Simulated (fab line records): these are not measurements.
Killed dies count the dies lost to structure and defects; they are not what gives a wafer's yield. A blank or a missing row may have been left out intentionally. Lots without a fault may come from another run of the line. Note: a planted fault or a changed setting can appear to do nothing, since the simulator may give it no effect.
Which tool was responsible? :: flow nand_harc :: Sampling: 6 lots, 18 wafers, 5 of 1302 route steps

== WHAT THE GAUGES READ, wafer by wafer ==
NHARC_THIN_TSV_INSPECT_40.
lot: L345
measured: day 25 00:54
on: defect_inspect-01
raw_defect_count: 455 501 548

lot: L347
measured: day 26 04:56
on: defect_inspect-02
raw_defect_count: 558 509 646

lot: L349
measured: day 27 11:05
on: defect_inspect-01
raw_defect_count: 641 548 456

lot: L357
measured: day 30 11:30
on: defect_inspect-02
raw_defect_count: 643 584 538

lot: L360
measured: day 30 17:47
on: defect_inspect-02
raw_defect_count: 1644 453 454

lot: L365
measured: day 33 15:34
on: defect_inspect-01
raw_defect_count: 619 476 491

== EACH LOT AND THE TOOL THAT RAN IT (in order: tool; ch and the chambers of the sampled wafers; start) ==
lot: L345
NHARC_THIN_TSV_DESCUM_14: rie_diel-04 ch 1,2,3, day 24 10:42
NHARC_THIN_TSV_ANNEAL_52: rtp_anneal-01 ch 0, day 24 14:35
NHARC_THIN_TSV_CMP_21: cmp-03 ch 0,2,3, day 24 14:56
NHARC_THIN_TSV_PVD_24: pvd_sputter-02, day 24 15:48

lot: L347
NHARC_THIN_TSV_DESCUM_14: rie_diel-07 ch 2,3, day 25 16:44
NHARC_THIN_TSV_ANNEAL_52: rtp_anneal-02 ch 0, day 25 20:56
NHARC_THIN_TSV_CMP_21: cmp-04 ch 1,2,3, day 25 21:26
NHARC_THIN_TSV_PVD_24: pvd_sputter-03, day 25 22:08

lot: L349
NHARC_THIN_TSV_DESCUM_14: rie_diel-01 ch 0,2,3, day 26 22:15
NHARC_THIN_TSV_ANNEAL_52: rtp_anneal-02 ch 0, day 27 02:21
NHARC_THIN_TSV_CMP_21: cmp-01 ch 1,3, day 27 02:56
NHARC_THIN_TSV_PVD_24: pvd_sputter-03, day 27 03:40

lot: L357
NHARC_THIN_TSV_DESCUM_14: rie_diel-04 ch 0,1,2, day 29 21:39
NHARC_THIN_TSV_ANNEAL_52: rtp_anneal-01 ch 0, day 30 01:36
NHARC_THIN_TSV_CMP_21: cmp-04 ch 0,1,3, day 30 01:57
NHARC_THIN_TSV_PVD_24: pvd_sputter-03, day 30 02:44

lot: L360
NHARC_THIN_TSV_DESCUM_14: rie_diel-01 ch 0,1,2, day 30 06:38
NHARC_THIN_TSV_ANNEAL_52: rtp_anneal-01 ch 0, day 30 10:37
NHARC_THIN_TSV_CMP_21: cmp-03 ch 0,1,2, day 30 10:56
NHARC_THIN_TSV_PVD_24: pvd_sputter-03, day 30 11:40

lot: L365
NHARC_THIN_TSV_DESCUM_14: rie_diel-01 ch 0,2,3, day 33 03:44
NHARC_THIN_TSV_ANNEAL_52: rtp_anneal-01 ch 0, day 33 07:32
NHARC_THIN_TSV_CMP_21: cmp-04 ch 1,2, day 33 07:55
NHARC_THIN_TSV_PVD_24: pvd_sputter-02, day 33 08:38
- NHARC_THIN_TSV_DESCUM_14: chemistry O2, time 3 s.
- NHARC_THIN_TSV_ANNEAL_52: time 90 s.
- NHARC_THIN_TSV_CMP_21: polishes, t overpolish 30 s, target thk 2000 nm.
- NHARC_THIN_TSV_PVD_24: deposits Al, target thk 800 nm.

== THE ANSWER, worked out from the rows above alone ==
Rule: the lots themselves supply what counts as usual. Put in order of their means at a reading, lots are off if they are a third of the lots or fewer, leave a main group of 4 or more, and stand apart from it by a gap of 3 or more times the standard deviation of the main group's means; of several such gaps the widest counts. Not used: any main group whose means are identical at the precision the tables above print for the reading. A lot without any number at a reading at which 4 lots or more have one is off too. Where the step has rows for the other lots, those lots are counted as sound.
Off, at NHARC_THIN_TSV_INSPECT_40 on raw_defect_count: L360. The main group: mean 548, standard deviation 31.
If a tool, at a process step before that reading, ran all the lots that are off and no sound lot after the first of them, it fits. The gauges at NHARC_THIN_TSV_INSPECT_40 are tried like those tools. Can't be told from this: 3 tools fit, cmp-03 at NHARC_THIN_TSV_CMP_21, pvd_sputter-03 at NHARC_THIN_TSV_PVD_24, defect_inspect-02 at NHARC_THIN_TSV_INSPECT_40.

== WHAT THE SIMULATOR PUT IN ==
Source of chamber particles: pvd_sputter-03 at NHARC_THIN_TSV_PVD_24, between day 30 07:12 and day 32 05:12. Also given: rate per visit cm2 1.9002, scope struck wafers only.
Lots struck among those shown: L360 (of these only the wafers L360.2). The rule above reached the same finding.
